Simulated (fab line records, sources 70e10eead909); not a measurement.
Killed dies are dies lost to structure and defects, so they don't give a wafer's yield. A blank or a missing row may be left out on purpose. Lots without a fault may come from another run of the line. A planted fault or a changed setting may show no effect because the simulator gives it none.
Which tool did it? | flow nand_harc | 12 lots, 36 wafers sampled, at 4 steps of a route of 1302

WHAT THE GAUGES READ, wafer by wafer
NHARC_P_GATE_CD_MEAS_91: target cd 2000 nm. Usual: cd_nm 2000.2 nm, standard deviation 1.5.
lot  | measured     | on        | cd_nm (nm)           | flag
L995 | day 7 02:32  | cd_sem-02 | 2000.8 2003.5 2001.7 |
L992 | day 7 04:18  | cd_sem-01 | 2000.1 1999.1 2000.5 |
L996 | day 7 08:52  | cd_sem-02 | 1968.0 1967.9 1968.3 | OFF
L105 | day 11 22:55 | cd_sem-03 | 1997.8 1999.1 2000.8 |
L106 | day 11 23:22 | cd_sem-03 | 1999.9 1999.1 2000.7 |
L107 | day 12 11:58 | cd_sem-03 | 2002.8 2002.4 2000.5 |
L108 | day 12 14:10 | cd_sem-01 | 1998.6 2000.0 1998.4 |
L111 | day 13 08:31 | cd_sem-01 | 1998.8 1999.4 1999.5 |
L112 | day 13 21:41 | cd_sem-03 | 2001.1 2000.3 2000.6 |
L113 | day 14 14:08 | cd_sem-02 | 2001.8 1999.6 2000.5 |
L114 | day 14 18:13 | cd_sem-03 | 1999.3 1997.6 2000.5 |
L115 | day 15 05:26 | cd_sem-01 | 2002.2 2000.3 2000.0 |

WHICH TOOL RAN EACH LOT (tool, then ch and the chambers of the sampled wafers, then the start)
lot  | NHARC_P_GATE_ETCH_32             | NHARC_P_GATE_STRIP_112               | NHARC_P_GATE_EXPOSE_88
L995 | rie_si-02 ch 1,2, day 6 11:38    | plasma_asher-02 ch 0,1, day 7 01:22  | krf_scanner-01 ch 0, day 7 02:23
L992 | rie_si-03 ch 0,2,3, day 6 13:40  | plasma_asher-01 ch 0,1, day 7 03:14  | krf_scanner-04 ch 0, day 7 04:10
L996 | rie_si-02 ch 0,1,2, day 6 14:07  | plasma_asher-02 ch 0,1, day 7 07:44  | krf_scanner-01 ch 0, day 7 08:43
L105 | rie_si-02 ch 0,1, day 11 06:08   | plasma_asher-02 ch 0,1, day 11 21:47 | krf_scanner-01 ch 0, day 11 22:46
L106 | rie_si-03 ch 0,2,3, day 11 06:53 | plasma_asher-01 ch 0,1, day 11 22:11 | krf_scanner-04 ch 0, day 11 23:12
L107 | rie_si-02 ch 1,2,3, day 11 19:08 | plasma_asher-01 ch 0,1, day 12 10:46 | krf_scanner-01 ch 0, day 12 11:48
L108 | rie_si-03 ch 2,3, day 11 23:24   | plasma_asher-02 ch 0,1, day 12 12:59 | krf_scanner-03 ch 0, day 12 14:01
L111 | rie_si-04 ch 0,1,2, day 12 17:29 | plasma_asher-02 ch 0,1, day 13 07:20 | krf_scanner-04 ch 0, day 13 08:22
L112 | rie_si-04 ch 1,2, day 13 06:59   | plasma_asher-02 ch 0,1, day 13 20:43 | krf_scanner-04 ch 0, day 13 21:32
L113 | rie_si-04 ch 0,3, day 13 23:22   | plasma_asher-01 ch 0,1, day 14 13:02 | krf_scanner-01 ch 0, day 14 13:59
L114 | rie_si-03 ch 0,1, day 14 03:23   | plasma_asher-01 ch 0,1, day 14 17:07 | krf_scanner-04 ch 0, day 14 18:04
L115 | rie_si-02 ch 0,2,3, day 14 14:49 | plasma_asher-01 ch 0, day 15 04:17   | krf_scanner-03 ch 0, day 15 05:16
- NHARC_P_GATE_ETCH_32: etches the open film in HBr/Cl2, target depth 150 nm, time 100.1 s.
- NHARC_P_GATE_STRIP_112: strips in N2/H2, time 200 s.
- NHARC_P_GATE_EXPOSE_88: exposes mask P HVN, target cd 2000 nm.

WHAT THE TOOLS THEMSELVES READ (means of the sampled wafers that have a number; where no wafer has one, the mark that the record gives instead)
NHARC_P_GATE_ETCH_32. Usual: bias_w 100.03 W, standard deviation 0.3; drypump_motor_current_A 5.6 A, standard deviation 0.42; oes_product_au 1.001 a.u., standard deviation 0.0089; throttle_valve_pct 26.407 %, standard deviation 0.0087.
lot  | tool      | bias_w (W) | drypump_motor_current_A (A) | oes_product_au (a.u.) | throttle_valve_pct (%) | flag
L995 | rie_si-02 | 99.80      | 5.8                         | 0.995                 | 26.411                 |
L992 | rie_si-03 | 99.69      | 5.5                         | 1.007                 | 26.412                 |
L996 | rie_si-02 | 100.23     | 5.7                         | 1.001                 | 26.406                 |
L105 | rie_si-02 | 99.96      | 5.9                         | 1.000                 | 26.415                 |
L106 | rie_si-03 | 100.24     | 5.5                         | 0.994                 | 26.404                 |
L107 | rie_si-02 | 99.84      | 5.3                         | 0.996                 | 26.409                 |
L108 | rie_si-03 | 100.39     | 5.9                         | 0.998                 | 26.406                 |
L111 | rie_si-04 | 99.87      | 5.9                         | 1.006                 | 26.410                 |
L112 | rie_si-04 | 100.09     | 5.8                         | 1.014                 | 26.406                 |
L113 | rie_si-04 | 100.43     | 5.6                         | 1.004                 | 26.401                 |
L114 | rie_si-03 | 99.73      | 5.7                         | 1.001                 | 26.398                 |
L115 | rie_si-02 | 100.01     | 5.3                         | 0.998                 | 26.408                 |

NHARC_P_GATE_STRIP_112. Usual: drypump_motor_current_A 5.8 A, standard deviation 0.44; heater_power_w 89 W, standard deviation 3.5.
lot  | tool            | drypump_motor_current_A (A) | heater_power_w (W) | flag
L995 | plasma_asher-02 | 5.3                         | 92                 |
L992 | plasma_asher-01 | 6.2                         | 87                 |
L996 | plasma_asher-02 | 5.3                         | 92                 |
L105 | plasma_asher-02 | 5.5                         | 92                 |
L106 | plasma_asher-01 | 6.1                         | 88                 |
L107 | plasma_asher-01 | 6.1                         | 86                 |
L108 | plasma_asher-02 | 5.5                         | 93                 |
L111 | plasma_asher-02 | 5.5                         | 91                 |
L112 | plasma_asher-02 | 5.3                         | 91                 |
L113 | plasma_asher-01 | 6.1                         | 88                 |
L114 | plasma_asher-01 | 6.1                         | 86                 |
L115 | plasma_asher-01 | 6.0                         | 84                 |

THE ANSWER, worked out from the rows above alone
Rule: a lot is off if the mean of its wafers that have a number lies more than 3 standard deviations from the usual mean. A lot without any number at a reading at which 4 lots or more have one is off too. The other lots that the step has rows for count as sound. The gauges are gone through in route order, then the tools' own readings, and for those a lot's mean is taken as printed above. The first step at which some lot is off is used, and at that step the reading that is off furthest; a lot without a number counts as furthest.
Off: L996, at NHARC_P_GATE_CD_MEAS_91 (cd_nm).
A tool fits if, at a process step before that reading, it ran every lot that is off, and no sound lot after the first of them. The gauges at NHARC_P_GATE_CD_MEAS_91 are tried like those tools. None of those tried fits.

WHAT THE SIMULATOR HAD PUT IN
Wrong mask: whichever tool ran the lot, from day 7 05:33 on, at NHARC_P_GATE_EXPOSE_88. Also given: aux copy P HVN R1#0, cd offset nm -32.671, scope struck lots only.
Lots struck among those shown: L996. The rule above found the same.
